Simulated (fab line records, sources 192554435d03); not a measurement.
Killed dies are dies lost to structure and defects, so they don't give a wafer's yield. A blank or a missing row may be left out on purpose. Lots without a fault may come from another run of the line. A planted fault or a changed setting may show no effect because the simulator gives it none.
fab line records | flow n5_finfet
record lots=14 wafers=40 last_day=18
route steps=1938 shown BEOL_M12@1658 BEOL_M13@1659
lots that met no fault: from a run of the same line without faults
start_h: hours from the record's first day to the start of the lot's first wafer shown | wait_h: hours since the lot's step before | " the same as in the row above | L1.1+2: a row that stands for several wafers | - no value, or no start given | * or withheld: withheld | < > ~ a bound
route shown NAME@n: a module of which the file shows steps, and the number in the route of the first | usual: mean/standard deviation of fault-free wafers | same: alike in all rows | chamber/n: place in a boat | sites: the reading at each site | _std_site: their standard deviation | _edge_site: outer sites' mean less inner sites' | radius_mm: how far each site lies from the wafer's centre | mask NAME#n: copy n | behind: the tool/chamber that last shaped the wafer | hold: why the lot was held/for how many hours/how that ended | device: the transistor (n, p or np) that didn't switch | end of line: the same wafers' tests at the end of the route | a step without rows: its recipe alone | killed: dies lost to structure and defects at the first sort, not the wafer's yield | map: a wafer's dies, x killed, . not, _ none there
set.NAME: the setting as run; set.NAME@STEP: as run at that earlier step | model.NAME: the simulator's own value behind a step, which no gauge read
steps of the route over a sample of lots; a table a step, a row a wafer
services: from which hour (start_h, from the record's first day; less than 0 if before it) a tool's chamber was out of use, for how many hours, and why
## steps
# step N5_BEOL_M12_INSPECT_55
# recipe inspect_instrument=darkfield mode=post_dep
# usual raw_defect_count=72/24
# columns lot.wafer tool chamber start_h wait_h raw_defect_count
L689.3 defect_inspect-01 - 209.51 0.0 43
L689.4 " - " " 124
L689.6 " - " " 66
L690.2 defect_inspect-01 - 212.89 0.0 48
L690.4 " - " " 56
L690.5 " - " " 77
L688.1 defect_inspect-01 - 216.09 0.0 47
L688.2 " - " " 64
L688.3 " - " " 49
L691.3 defect_inspect-02 - 230.04 0.0 73
L691.4 " - " " 72
L691.6 " - " " 131
L699.4 defect_inspect-02 - 320.67 0.0 81
L699.5 " - " " 100
L699.6 " - " " 90
L697.2 defect_inspect-02 - 321.82 0.0 103
L697.3 " - " " 114
L697.4 " - " " 94
L702.3 defect_inspect-02 - 339.24 0.0 78
L702.5 " - " " 74
L702.6 " - " " 59
L703.3 defect_inspect-01 - 340.80 0.0 63
L703.5 " - " " 91
L703.6 " - " " 92
L704.1 defect_inspect-01 - 341.80 0.0 64
L704.6 " - " " 48
L705.1 defect_inspect-02 - 344.56 0.0 94
L705.3 " - " " 72
L705.5 " - " " 89
L709.2 defect_inspect-02 - 372.77 0.0 71
L709.5 " - " " 119
L709.6 " - " " 58
L708.1 defect_inspect-01 - 374.09 0.0 66
L708.2 " - " " 178
L710.2 defect_inspect-02 - 381.57 0.0 42
L710.3 " - " " 75
L710.5 " - " " 55
L711.2 defect_inspect-01 - 395.43 0.0 75
L711.3 " - " " 89
L711.5 " - " " 49
# step N5_BEOL_M13_ILD_DEP_00
# recipe material=SiOC target_thk_a=8379.2 temp_c=350 precursor=DEMS/O2 pressure_torr=5 rf_w=500 time_s=166.4
# usual heater_power_w=474/62 showerhead_plenum_p_Torr=5.692/0.016 throttle_valve_pct=11.9/0.67
# columns lot.wafer tool chamber start_h wait_h heater_power_w showerhead_plenum_p_Torr throttle_valve_pct
L689.3 pecvd-01 1 209.61 0.1 430 5.662 12.5
L689.4 " 0 " " 380 5.681 11.2
L689.6 " 1 " " 465 5.656 12.5
L690.2 pecvd-01 0 212.93 0.0 407 5.689 11.4
L690.4 " 0 " " 439 5.694 11.4
L690.5 " 0 " " 473 5.698 11.6
L688.1 pecvd-04 1 216.13 0.0 498 5.720 13.2
L688.2 " 0 " " 438 5.711 11.1
L688.3 " 2 " " 457 5.701 11.7
L691.3 pecvd-04 2 230.08 0.0 463 5.701 11.8
L691.4 " 1 " " 519 5.705 12.9
L691.6 " 0 " " 445 5.687 11.5
L699.4 pecvd-02 0 320.77 0.1 500 5.685 12.1
L699.5 " 2 " " 607 5.710 11.2
L699.6 " 1 " " 440 5.697 12.1
L697.2 pecvd-04 0 321.86 0.0 445 5.694 11.3
L697.3 " 2 " " 421 5.697 12.0
L697.4 " 2 " " 458 5.698 11.9
L702.3 pecvd-01 0 339.28 0.0 452 5.701 11.6
L702.5 " 0 " " 483 5.695 11.7
L702.6 " 2 " " 445 5.696 11.0
L703.3 pecvd-01 1 340.84 0.0 456 5.672 12.7
L703.5 " 2 " " 457 5.672 10.7
L703.6 " 1 " " 484 5.657 12.6
L704.1 pecvd-01 0 341.83 0.0 446 5.675 11.6
L704.6 " 2 " " 419 5.689 10.6
L705.1 pecvd-04 1 344.60 0.0 418 5.711 13.1
L705.3 " 0 " " 405 5.700 11.3
L705.5 " 2 " " 377 5.707 11.5
L709.2 pecvd-04 2 372.81 0.0 451 5.710 11.9
L709.5 " 0 " " 443 5.694 11.6
L709.6 " 1 " " 486 5.693 13.0
L708.1 pecvd-01 0 374.13 0.0 469 5.686 11.7
L708.2 " 1 " " 439 5.659 12.7
L710.2 pecvd-04 1 381.60 0.0 444 5.709 13.5
L710.3 " 2 " " 434 5.733 12.1
L710.5 " 2 " " 450 5.710 12.2
L711.2 pecvd-01 1 395.47 0.0 454 5.661 12.3
L711.3 " 2 " " 482 5.692 11.1
L711.5 " 1 " " 463 5.666 12.7
# step N5_BEOL_M13_PEB_26
# recipe peb_temp_c=130 peb_time_s=90
# usual chill_plate_temp_C=23.01/0.11 exhaust_pa=45.0/0.95
# columns lot.wafer tool chamber start_h wait_h chill_plate_temp_C exhaust_pa
L689.3 litho_track-04 0 211.17 0.0 22.98 45.7
L689.4 " 0 " " 22.92 46.9
L689.6 " 0 " " 22.98 45.5
L690.2 litho_track-02 0 214.36 0.0 23.05 44.7
L690.4 " 0 " " 23.04 45.1
L690.5 " 0 " " 22.90 44.3
L688.1 litho_track-02 0 217.41 0.1 23.10 46.3
L688.2 " 0 " " 23.01 46.2
L688.3 " 0 " " 23.22 45.3
L691.3 litho_track-05 0 232.41 0.0 23.01 44.9
L691.4 " 0 " " 22.87 45.3
L691.6 " 0 " " 22.98 45.5
L699.4 litho_track-05 - 322.12 0.0 - -
L699.5 " - " " - -
L699.6 " - " " - -
L697.2 litho_track-05 - 323.28 0.0 - -
L697.3 " - " " - -
L697.4 " - " " - -
L702.3 litho_track-05 0 340.56 0.0 23.07 44.7
L702.5 " 0 " " 23.28 45.2
L702.6 " 0 " " 23.16 45.7
L703.3 litho_track-05 0 342.13 0.0 22.92 45.3
L703.5 " 0 " " 22.90 45.8
L703.6 " 0 " " 22.89 45.6
L704.1 litho_track-04 0 343.76 0.1 23.07 44.8
L704.6 " 0 " " 22.95 44.9
L705.1 litho_track-05 0 345.88 0.1 22.79 46.2
L705.3 " 0 " " 22.83 45.3
L705.5 " 0 " " 22.79 45.2
L709.2 litho_track-02 0 374.34 0.0 22.97 43.6
L709.5 " 0 " " 22.87 44.3
L709.6 " 0 " " 22.98 45.2
L708.1 litho_track-05 0 375.54 0.1 23.13 45.8
L708.2 " 0 " " 22.94 45.5
L710.2 litho_track-05 0 383.14 0.0 23.22 47.1
L710.3 " 0 " " 23.18 46.5
L710.5 " 0 " " 23.08 46.2
L711.2 litho_track-04 0 396.88 0.0 23.18 44.7
L711.3 " 0 " " 23.11 44.4
L711.5 " 0 " " 23.15 45.1
# step N5_BEOL_M13_OVL_MEAS_29
# recipe points_per_wafer=44
# usual M13_OVL=-1/6.2
# columns lot.wafer tool chamber start_h wait_h M13_OVL[nm]
L689.3 overlay-01 0 211.31 0.0 3
L689.4 " 0 " " 13
L689.6 " 0 " " 7
L690.2 overlay-02 0 214.51 0.0 5
L690.4 " 0 " " -3
L690.5 " 0 " " 11
L688.1 overlay-01 0 217.56 0.0 2
L688.2 " 0 " " 1
L688.3 " 0 " " -2
L691.3 overlay-02 0 232.56 0.0 -3
L691.4 " 0 " " -6
L691.6 " 0 " " -11
L699.4 overlay-02 0 322.27 0.0 -
L699.5 " 0 " " -
L699.6 " 0 " " -
L697.2 overlay-01 0 323.43 0.0 -
L697.3 " 0 " " -
L697.4 " 0 " " -
L702.3 overlay-02 0 340.71 0.0 6
L702.5 " 0 " " 4
L702.6 " 0 " " -1
L703.3 overlay-01 0 342.27 0.0 -9
L703.5 " 0 " " 7
L703.6 " 0 " " 7
L704.1 overlay-02 0 343.91 0.0 4
L704.6 " 0 " " 0
L705.1 overlay-02 0 346.03 0.0 -4
L705.3 " 0 " " 8
L705.5 " 0 " " 1
L709.2 overlay-01 0 374.49 0.0 -2
L709.5 " 0 " " -5
L709.6 " 0 " " -6
L708.1 overlay-02 0 375.68 0.0 -2
L708.2 " 0 " " 2
L710.2 overlay-02 0 383.28 0.0 -5
L710.3 " 0 " " -14
L710.5 " 0 " " -6
L711.2 overlay-02 0 397.02 0.0 -2
L711.3 " 0 " " 2
L711.5 " 0 " " 8
## services
# columns tool chamber start_h hours kind
pecvd-02 2 185.99 5.5 scheduled_down
pecvd-01 1 190.04 5.0 scheduled_down
pecvd-02 2 196.13 23.6 repair
pecvd-01 2 202.38 - clean
pecvd-01 2 202.38 - consumable_replace:showerhead
pecvd-01 2 202.38 29.0 scheduled_down
pecvd-01 2 202.38 29.0 vent_cycle
litho_track-05 - 219.40 - consumable_replace:filter
pecvd-02 2 250.05 17.9 repair
litho_track-02 - 265.56 - consumable_replace:filter
pecvd-02 0 271.09 5.5 scheduled_down
pecvd-01 - 278.28 2.8 pm
pecvd-01 0 305.84 5.5 scheduled_down
pecvd-02 1 333.00 5.5 scheduled_down
pecvd-04 - 346.76 2.3 repair
pecvd-01 - 349.54 5.5 pm
pecvd-02 - 368.78 2.8 pm
pecvd-04 1 383.62 - clean
pecvd-04 1 383.62 - consumable_replace:showerhead
pecvd-04 1 383.62 29.0 scheduled_down
pecvd-04 1 383.62 29.0 vent_cycle
## key
first_sign step=N5_BEOL_M13_PEB_26 reading=tool_record direction=missing
effect none on later readings
met_at N5_BEOL_M13_PEB_26
struck_lots L697,L699
later_rows_left_out L697.2,L697.3,L697.4,L699.4,L699.5,L699.6
sort_left_out L697.2,L697.3,L697.4,L699.4,L699.5,L699.6
not_acting_at N5_BEOL_M12_INSPECT_55,N5_BEOL_M13_ILD_DEP_00,N5_BEOL_M13_OVL_MEAS_29
onset_between 232.41 322.12
fault kind=skipped_step_whole tool=litho_track-05 chamber=- onset_h=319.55 steps=N5_BEOL_M13_PEB_26 scope=struck_lots_only
# sort_left_out: the simulated sort isn't trusted on such a fault, so these wafers' sort isn't shown, and their yield isn't known
# later_rows_left_out: the simulator's readings of these wafers behind a module that went badly wrong aren't trusted and aren't shown, but for the sort
